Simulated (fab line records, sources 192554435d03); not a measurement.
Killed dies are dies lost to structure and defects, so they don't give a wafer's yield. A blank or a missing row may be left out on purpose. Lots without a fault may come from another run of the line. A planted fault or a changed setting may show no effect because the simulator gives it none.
fab line records | flow n5_finfet | part 2 of 2: steps 27 to 33 of 33
record lots=5 wafers=15 last_day=20
route steps=1938 shown SD_EPI_N@285 SD_EPI_P@295
lots that met no fault: from a run of the same line without faults
start_h: hours from the record's first day to the start of the lot's first wafer shown | wait_h: hours since the lot's step before | " the same as in the row above | L1.1+2: a row that stands for several wafers | - no value, or no start given | * or withheld: withheld | < > ~ a bound
route shown NAME@n: a module of which the file shows steps, and the number in the route of the first | usual: mean/standard deviation of fault-free wafers | same: alike in all rows | chamber/n: place in a boat | sites: the reading at each site | _std_site: their standard deviation | _edge_site: outer sites' mean less inner sites' | radius_mm: how far each site lies from the wafer's centre | mask NAME#n: copy n | behind: the tool/chamber that last shaped the wafer | hold: why the lot was held/for how many hours/how that ended | device: the transistor (n, p or np) that didn't switch | end of line: the same wafers' tests at the end of the route | a step without rows: its recipe alone | killed: dies lost to structure and defects at the first sort, not the wafer's yield | map: a wafer's dies, x killed, . not, _ none there
set.NAME: the setting as run; set.NAME@STEP: as run at that earlier step | model.NAME: the simulator's own value behind a step, which no gauge read
lots at some steps of the route; a table a step, a row a wafer
services: from which hour (start_h, from the record's first day; less than 0 if before it) a tool's chamber was out of use, for how many hours, and why
## steps
# step N5_SD_EPI_P_ETCH_47
# recipe chemistry=CH3F/O2 target=SiOCN target_depth_a=250 mask_material=SOC ion_energy_ev=60 bias_w=29 pressure_mtorr=30 source_w=410 Ar_flow_sccm=150 CH3F_flow_sccm=30 O2_flow_sccm=20
# usual drypump_motor_current_A=5.9/0.55 oes_product_au=0.79/0.086 rf_fwd_power_W=408.2/1.1 rf_vpp_V=127.7/1.4 showerhead_plenum_p_Torr=2.00/0.064 throttle_valve_pct=16.44/0.21
# columns lot.wafer tool chamber start_h wait_h drypump_motor_current_A oes_product_au rf_fwd_power_W rf_hours_counter_h rf_vpp_V showerhead_plenum_p_Torr throttle_valve_pct
L079.3 rie_diel-01 0 83.60 0.1 6.6 0.84 408.2 58 127.6 1.95 16.57
L079.4 " 1 " " 6.3 0.79 406.4 107 127.1 2.01 16.22
L079.5 " 0 " " 6.6 0.84 406.8 - 127.3 1.95 16.56
L087.1 rie_diel-01 1 144.18 0.1 6.3 0.78 408.1 123 127.5 2.00 16.26
L087.2 " 0 " " 6.6 0.82 409.3 74 127.8 1.94 16.59
L087.5 " 2 " " 6.4 0.97 406.8 - 128.9 2.13 16.39
L089.1 rie_diel-06 2 156.13 0.1 6.4 0.78 409.4 134 126.5 1.93 16.39
L089.3 " 0 " " 6.4 0.72 406.7 211 127.7 2.07 16.66
L089.6 " 0 " " 6.4 0.71 406.0 - 129.0 2.07 16.67
L093.1 rie_diel-01 3 183.40 0.1 6.0 0.98 407.1 4 126.0 1.96 16.29
L093.2 " 1 " " 6.3 0.77 408.4 138 127.2 2.00 16.27
L093.4 " 0 " " 6.6 0.82 410.5 89 129.7 1.94 16.62
L094.3 rie_diel-03 3 195.26 0.1 5.4 0.89 408.8 40 129.5 2.03 16.31
L094.4 " 1 " " 6.1 0.75 407.0 153 126.4 1.91 15.97
L094.5 " 3 " " 5.4 0.89 407.6 - 128.5 2.03 16.30
# step N5_SD_EPI_P_ETCH_16
# recipe chemistry=CHF3/O2 target=SiO2 target_depth_a=50 mask_material=SOC pressure_mtorr=30 source_w=650 bias_w=170 Ar_flow_sccm=200 CHF3_flow_sccm=50 O2_flow_sccm=5 ion_energy_ev=200
# usual drypump_motor_current_A=5.9/0.55 oes_product_au=0.79/0.086 rf_fwd_power_W=643.5/2.8 rf_vpp_V=525/5 showerhead_plenum_p_Torr=2.41/0.075 throttle_valve_pct=19.02/0.21
# columns lot.wafer tool chamber start_h wait_h drypump_motor_current_A oes_product_au rf_fwd_power_W rf_hours_counter_h rf_vpp_V showerhead_plenum_p_Torr throttle_valve_pct
L079.3 rie_diel-01 0 83.70 0.1 6.6 0.85 644.0 58 525 2.35 19.18
L079.4 " 1 " " 6.2 0.79 649.3 107 527 2.42 18.79
L079.5 " 0 " " 6.6 0.84 643.8 - 525 2.35 19.19
L087.1 rie_diel-01 1 144.28 0.1 6.3 0.78 644.8 123 525 2.41 18.81
L087.2 " 0 " " 6.7 0.82 644.1 74 526 2.35 19.21
L087.5 " 2 " " 6.4 0.97 645.5 - 531 2.56 19.02
L089.1 rie_diel-06 2 156.23 0.1 6.4 0.79 644.4 134 518 2.33 18.99
L089.3 " 0 " " 6.4 0.71 637.6 211 527 2.49 19.23
L089.6 " 0 " " 6.4 0.71 635.9 - 527 2.49 19.23
L093.1 rie_diel-01 3 183.50 0.1 6.0 0.97 643.6 4 519 2.36 18.91
L093.2 " 1 " " 6.3 0.76 644.2 138 526 2.41 18.83
L093.4 " 0 " " 6.6 0.81 641.0 89 528 2.34 19.24
L094.3 rie_diel-03 3 195.36 0.1 5.3 0.89 639.4 40 528 2.44 18.89
L094.4 " 1 " " 6.1 0.75 641.1 153 517 2.31 18.52
L094.5 " 3 " " 5.4 0.89 637.0 - 528 2.44 18.90
# step N5_SD_EPI_P_STRIP_50
# recipe chemistry=CHF3/O2 resist=SiARC rf_frequency_hz=6e+07
# columns lot.wafer tool chamber start_h wait_h
L079.3+4+5 rie_diel-01 0,1,0 83.74 0.0
L087.1+2+5 rie_diel-01 1,0,2 144.32 0.0
L089.1+3+6 rie_diel-06 2,0,0 156.27 0.0
L093.1+2+4 rie_diel-01 3,1,0 183.54 0.0
L094.3+4+5 rie_diel-03 3,1,3 195.40 0.0
# step N5_SD_EPI_P_SD_RECESS_17
# recipe chemistry=HBr/Cl2/O2 target_depth_a=391 bt_time_s=3 pressure_mtorr=10 icp_w=800 bias_w=112 HBr_flow_sccm=150 Cl2_flow_sccm=80 O2_flow_sccm=12
# usual drypump_motor_current_A=5.8/0.35 he_backside_leak_sccm=2.8/0.37 oes_product_au=1.001/0.015 rf_fwd_power_W=794.2/2.9 throttle_valve_pct=37.11/0.22
# columns lot.wafer tool chamber start_h wait_h drypump_motor_current_A he_backside_leak_sccm oes_product_au rf_fwd_power_W rf_hours_counter_h throttle_valve_pct
L079.3 rie_si-05 2 83.77 0.0 5.6 2.6 1.019 793.1 26 37.51
L079.4 " 3 " " 5.5 2.4 0.991 793.3 103 36.66
L079.5 " 3 " " 5.5 2.4 0.989 796.2 - 36.67
L087.1 rie_si-06 2 144.35 0.0 5.3 2.7 0.987 792.1 99 36.97
L087.2 " 1 " " 5.6 3.0 1.010 787.7 170 36.82
L087.5 " 1 " " 5.6 2.9 1.020 788.7 - 36.83
L089.1 rie_si-05 0 156.30 0.0 6.1 2.3 1.013 795.8 2 37.16
L089.3 " 3 " " 5.5 2.6 0.983 801.1 104 36.68
L089.6 " 3 " " 5.5 2.5 0.990 798.6 - 36.65
L093.1 rie_si-06 3 183.57 0.0 5.6 3.4 1.009 789.0 100 37.01
L093.2 " 2 " " 5.3 2.7 0.993 798.0 100 36.96
L093.4 " 0 " " 5.9 2.5 0.998 795.3 163 36.91
L094.3 rie_si-05 3 195.43 0.0 5.5 2.4 0.990 790.6 105 36.68
L094.4 " 1 " " 5.0 2.5 0.975 798.8 91 37.22
L094.5 " 3 " " 5.5 2.4 0.980 791.6 - 36.68
# step N5_SD_EPI_P_WET_ETCH_45
# recipe chemistry=dHF dilution=withheld time_s=10.7 target=SiO2 target_depth_a=20 temp_c=25 dry=ipa_marangoni rinse_time_s=30 rinse_temp_c=23
# columns lot.wafer tool chamber start_h wait_h
L079.3+4+5 wet_bench-03 5,2,3 83.86 0.1
L087.1+2+5 wet_bench-03 4,5,1 144.45 0.1
L089.1+3+6 wet_bench-06 2,7,4 156.40 0.1
L093.1+2+4 wet_bench-03 0,7,2 183.67 0.1
L094.3+4+5 wet_bench-03 0,5,3 195.54 0.1
# step N5_SD_EPI_P_STRIP_40
# recipe chemistry=N2/H2 power_w=1000 temp_c=250 h2_frac=0.65 overash_fraction=0.3 pressure_mtorr=withheld n2_flow_sccm=1750 h2_flow_sccm=3250
# usual drypump_motor_current_A=5.24/0.21 heater_power_w=344/20 oes_product_au=0.762/0.011
# columns lot.wafer tool chamber start_h wait_h drypump_motor_current_A heater_power_w oes_product_au rf_hours_counter_h
L079.3 plasma_asher-02 0 84.06 0.2 5.42 347 0.762 -
L079.4 " 1 " " 5.31 365 0.755 -
L079.5 " 1 " " 5.30 368 0.764 -
L087.1 plasma_asher-02 0 144.50 0.0 5.40 347 0.756 49
L087.2 " 1 " " 5.30 362 0.775 49
L087.5 " 0 " " 5.38 348 0.778 -
L089.1 plasma_asher-02 0 156.45 0.0 5.38 361 0.754 50
L089.3 " 0 " " 5.39 347 0.755 -
L089.6 " 1 " " 5.32 370 0.763 -
L093.1 plasma_asher-01 0 183.72 0.0 5.37 344 0.783 106
L093.2 " 1 " " 4.92 307 0.756 106
L093.4 " 1 " " 4.91 323 0.749 -
L094.3 plasma_asher-02 1 195.61 0.0 5.34 365 0.756 -
L094.4 " 0 " " 5.41 355 0.762 -
L094.5 " 0 " " 5.38 354 0.762 -
# step N5_SD_EPI_P_PRECLEAN_52
# recipe chemistry=O3/DIW time_s=60 temp_c=22 o3_ppm=10
# columns lot.wafer tool chamber start_h wait_h
L079.3+4+5 wet_bench-03 5,2,7 84.13 -
L087.1+2+5 wet_bench-06 6,7,4 144.58 -
L089.1+3+6 wet_bench-03 4,6,0 156.53 -
L093.1+2+4 wet_bench-06 2,4,0 183.80 -
L094.3+4+5 wet_bench-03 1,2,3 195.68 -
## services
# columns tool chamber start_h hours kind
rie_diel-03 - 56.58 0.7 repair
rie_diel-06 2 62.12 2.9 repair
rie_diel-03 1 63.66 28.1 repair
rie_si-06 1 67.40 4.3 repair
rie_si-06 3 70.12 6.7 repair
remote_plasma-01 - 74.29 0.8 repair
ald_sin-02 - 75.15 1.5 repair
rie_diel-01 0 75.90 1.5 repair
ald_sin-04 - 85.25 14.0 pm
epi_rpcvd-03 - 89.11 2.7 repair
arfi_scanner-03 - 97.04 10.5 repair
rie_si-05 - 104.94 1.8 repair
rie_si-06 - 109.83 2.8 pm
ald_sin-04 - 113.38 14.6 pm
arfi_scanner-01 - 114.72 0.8 pm
ald_sin-04 - 133.53 6.0 pm
arfi_scanner-01 - 136.08 1.0 pm
wet_bench-02 - 146.95 1.4 repair
plasma_asher-02 - 150.58 0.7 repair
rie_si-05 2 152.34 3.8 repair
wet_bench-01 - 155.22 1.3 repair
arfi_scanner-01 - 155.52 1.3 pm
epi_rpcvd-04 - 164.80 3.4 repair
rie_diel-03 1 174.81 17.2 repair
